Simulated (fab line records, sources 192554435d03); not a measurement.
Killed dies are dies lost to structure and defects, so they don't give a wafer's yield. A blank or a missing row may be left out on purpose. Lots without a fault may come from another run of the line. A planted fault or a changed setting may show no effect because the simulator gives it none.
Split-lot experiment | flow n5_finfet | 7 lots, 21 wafers read, on a route of 1938 steps

THE SPLIT
At N5_MOL_CONTACT_COAG_COAT_64 (time 60 s, resist thk 10 nm), the setting spin_rpm was moved away from the recipe's 1500 rpm on 6 of the 21 wafers read, by -7.9% to +9.2%. The other wafers ran this setting at the recipe's value.

FROM THE SPLIT TO THE READING: what the file shows between them, 4 steps
- N5_MOL_CONTACT_COAG_COAT_34: resist thk 40 nm
- N5_MOL_CONTACT_COAG_EBR_36
- N5_MOL_CONTACT_COAG_DESCUM_45: chemistry O2, time 7 s
- N5_MOL_CONTACT_COAG_ETCH_65: etches underlayer in N2/H2, target depth 13 nm, time 10.4 s

THE READING
CAR-EUV_of_MOL_CONTACT_COAG_COAT_34.thk_nm (the simulator's own value, which no gauge read), in nm, at N5_MOL_CONTACT_COAG_ETCH_66 (etches SiARC in CF4, target depth 13 nm, time 21.7 s). The file gives no usual value for it. The 15 wafers here that ran the recipe average 16.9 nm, standard deviation 0.12 nm.

wafer  | tool, chamber at the split | spin_rpm as run, rpm | against the recipe | CAR-EUV_of_MOL_CONTACT_COAG_COAT_34.thk_nm, nm | against lot-mates on the recipe
L077.1 | litho_track-04, 0          | 1500                 | recipe             | 17                                             | -
L077.3 | litho_track-04, 0          | 1500                 | recipe             | 17                                             | -
L077.2 | litho_track-04, 0          | 1381                 | -7.9%              | 16.4                                           | -0.6
L081.1 | litho_track-05, 0          | 1500                 | recipe             | 16.8                                           | -
L081.4 | litho_track-05, 0          | 1598                 | +6.5%              | 17.2                                           | +0.5
L081.5 | litho_track-05, 0          | 1500                 | recipe             | 16.6                                           | -
L084.4 | litho_track-04, 0          | 1638                 | +9.2%              | 17.4                                           | +0.4
L084.5 | litho_track-04, 0          | 1638                 | +9.2%              | 17.6                                           | +0.6
L084.6 | litho_track-04, 0          | 1500                 | recipe             | 17                                             | -
L086.1 | litho_track-05, 0          | 1500                 | recipe             | 17                                             | -
L086.5 | litho_track-05, 0          | 1500                 | recipe             | 17                                             | -
L086.3 | litho_track-05, 0          | 1500                 | recipe             | 16.8                                           | -
L088.4 | litho_track-05, 0          | 1422                 | -5.2%              | 16.8                                           | -0.2
L088.5 | litho_track-05, 0          | 1422                 | -5.2%              | 16.8                                           | -0.2
L088.6 | litho_track-05, 0          | 1500                 | recipe             | 17                                             | -
L091.1 | litho_track-03, 0          | 1500                 | recipe             | 16.8                                           | -
L091.2 | litho_track-03, 0          | 1500                 | recipe             | 16.8                                           | -
L091.5 | litho_track-03, 0          | 1500                 | recipe             | 16.8                                           | -
L094.1 | litho_track-05, 0          | 1500                 | recipe             | 17                                             | -
L094.3 | litho_track-05, 0          | 1500                 | recipe             | 17                                             | -
L094.5 | litho_track-05, 0          | 1500                 | recipe             | 17                                             | -

THE FIT
A straight line over all 21 wafers: CAR-EUV_of_MOL_CONTACT_COAG_COAT_34.thk_nm changes by +0.0542 nm for each +1% of spin_rpm; r = +0.86; the points scatter about the line by 0.13 nm.
The same after taking each lot's own level away (the mean of its wafers on the recipe; 21 wafers): +0.0586 nm for each +1%; r = +0.95; scatter 0.08 nm.
On that fit, the largest move of spin_rpm shifts the reading by 0.54 nm.
The lots' own levels span 16.70 to 17.00 nm, that is 2.4 times the standard deviation above.
So the lot-to-lot level changes the slope little: the two slopes agree.
Check: with one of the wafers moved furthest among these (+9.2%) left out of the fit, the line predicts +0.603 nm for it against its lot-mates. It came out at +0.4 nm against them.

OTHER SPLITS ON THESE WAFERS
These wafers also went through other splits before the reading. Each is held against what the fit with the lots' levels taken away leaves over:
other split on the same wafers | wafers away from the commonest value | r with CAR-EUV_of_MOL_CONTACT_COAG_COAT_34.thk_nm (lot level and that fit taken away)
N5_GATE_CUT_COAT_27 spin_rpm   | 4                                    | -0.10
N5_GATE_CUT_DESCUM_18 time_s   | 9                                    | -0.52

THE WHOLE CHAIN: every reading that the file lists as answering this split, in the file's order
step                        | what it does                                                | reading                                                                                        | change (the file's fit)                | r (the file's)
N5_MOL_CONTACT_COAG_COAT_64 | time 60 s, resist thk 10 nm                                 | underlayer_of_MOL_CONTACT_COAG_COAT_64.thk_nm (the simulator's own value, which no gauge read) | -0.0484 nm for each +1% of the setting | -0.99
N5_MOL_CONTACT_COAG_ETCH_65 | etches underlayer in N2/H2, target depth 13 nm, time 10.4 s | etch.depth_nm (the simulator's own value, which no gauge read)                                 | -0.0494 nm for each +1% of the setting | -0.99
N5_MOL_CONTACT_COAG_ETCH_66 | etches SiARC in CF4, target depth 13 nm, time 21.7 s        | CAR-EUV_of_MOL_CONTACT_COAG_COAT_34.thk_nm (the simulator's own value, which no gauge read)    | +0.0629 nm for each +1% of the setting | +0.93

THE FILE'S OWN FIT
CAR-EUV_of_MOL_CONTACT_COAG_COAT_34.thk_nm changes by +0.0629 nm for each +1% of spin_rpm, r = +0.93.
